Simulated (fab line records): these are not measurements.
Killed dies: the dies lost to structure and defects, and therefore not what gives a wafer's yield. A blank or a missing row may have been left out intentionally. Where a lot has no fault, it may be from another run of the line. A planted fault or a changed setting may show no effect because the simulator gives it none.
A struck lot beside a sound one ; flow n5Finfet ; 16 out of 1938 route steps
Sound: wafers L440.2, L440.4, L440.6. Struck: wafers L449.1, L449.4, L449.6. The cause is named last.
Per side, at each step with rows, come the tool, then ch with its chambers, and then its first start. Under that, the readings that differ: sound wafers ; struck wafers ; difference of the means ; sigmas: that difference in standard deviations of wafers without a fault.
alike: a reading whose means differ by less than 2 such deviations, as well as words and numbers matching on both sides. not compared: withheld readings; readings where some wafer has no value; bounds like >300 that might hide an equal value; numbers whose values overlap and for which the record gives no deviation.
Wherever a step has rows on one side only, a row that says differs or no value, or a row with sigmas, the two part there. Numbers that have no deviation but don't overlap get no sigmas and don't part them. A reading missing from all wafers of one side parts the sides only when that side holds two or more wafers.

first, 2 steps without rows for these wafers: N5_BEOL_M3_PRECLEAN_42 (cleans in residue remover, time 60 s); N5_BEOL_M3_SRD_43 (time 30 s).
N5_BEOL_M3_CD_MEAS_35: target cd 18 nm, target cd y 21 nm.
  sound: cdSem-02 at day 7 18:19; struck: cdSem-02 at day 10 01:29
  alike: cdNm
then, 1 step without rows for these wafers: N5_BEOL_M3_DEGAS_44 (time 60 s).
N5_BEOL_M3_PRE_CLEAN_45: time 30 s.
  sound: pvdSputter-03 at day 7 18:49; struck: pvdSputter-03 at day 10 01:47
  alike: heaterPowerW
then, 1 step without rows for these wafers: N5_BEOL_M3_ALD_84 (deposits TaN, pulse time 2 s, purge time 3 s, co reactant purge time 2 s).
N5_BEOL_M3_SURFACE_TREAT_85:
  sound: pvdSputter-02 at day 7 19:14; struck: pvdSputter-03 at day 10 02:08
  not compared: throttleValvePct
then, 1 step without rows for these wafers: N5_BEOL_M3_CVD_47 (deposits Co from CCTBA/H2, target thk 3 nm, time 223.8 s).
N5_BEOL_M3_SPUTTER_48: material Cu, target thk 4.5 nm, time 8.29 s.
  sound: pvdSputter-02 at day 7 19:28; struck: pvdSputter-02 at day 10 02:22
  alike: chamberPressurePa, chuckGasFlowSccm, throttleValvePct
then, 1 step without rows for these wafers: N5_BEOL_M3_ANNEAL_49 (time 240 s).
N5_BEOL_M3_SPUTTER_79: material Cu, target thk 4.5 nm, time 8.29 s.
  sound: pvdSputter-02 at day 7 19:41; struck: pvdSputter-02 at day 10 02:35
  alike: chamberPressurePa, chuckGasFlowSccm, throttleValvePct
then, 1 step without rows for these wafers: N5_BEOL_M3_ANNEAL_80 (time 240 s).
N5_BEOL_M3_SPUTTER_81: material Cu, target thk 4.5 nm, time 8.29 s.
  sound: pvdSputter-02 at day 7 19:54; struck: pvdSputter-02 at day 10 02:49
  no value came back on the struck wafers for chamberPressurePa (Pa), chuckGasFlowSccm (sccm), throttleValvePct (%); on the sound wafers chamberPressurePa (Pa) reads 0.06984 0.07009 0.07002
N5_BEOL_M3_ANNEAL_82: time 240 s.
  sound: pvdSputter-02 at day 7 19:59; struck: pvdSputter-02 at day 10 02:53
  alike: heaterPowerW
N5_BEOL_M4_RC_MEAS_101:
  sound on prober-02 ch 0, day 8 09:44; struck on prober-02 ch 0, day 10 14:34
  alike: DIBL_N, DIBL_P, IOFF_N, IOFF_P, ION_N, ION_P, SS_N, SS_P, VT_N, VT_P
-- here the record skips 4 days between the struck wafers' starts before and after, leaving off in module BEOL_M4 and picking up in module PASSIVATION (first step shown: number 1936 of the route) --
N5_PASSIVATION_PROBE_49:
  sound: prober-01 at day 12 22:58; struck: prober-01 at day 14 20:10
reading;sound;struck;difference;sigmas
killed_at_M0_to_M3;17 24 43;48 57 58;+26;+2
  alike: defectLimitedYield, killed_at_M4_up, killedAtContacts, killedAtFrontEnd, killedAtOther, killedDies, killedOnRim, killedOpen, killedShort, sort_bin_5_function, sort_bin_6_memory, sort_bin_8_speed, sortNPass, sortYieldPct

## WHERE THEY PART
Last at N5_PASSIVATION_PROBE_49 as far as this record goes, first at N5_BEOL_M3_SPUTTER_81.

WHY: what had been put in by the simulator
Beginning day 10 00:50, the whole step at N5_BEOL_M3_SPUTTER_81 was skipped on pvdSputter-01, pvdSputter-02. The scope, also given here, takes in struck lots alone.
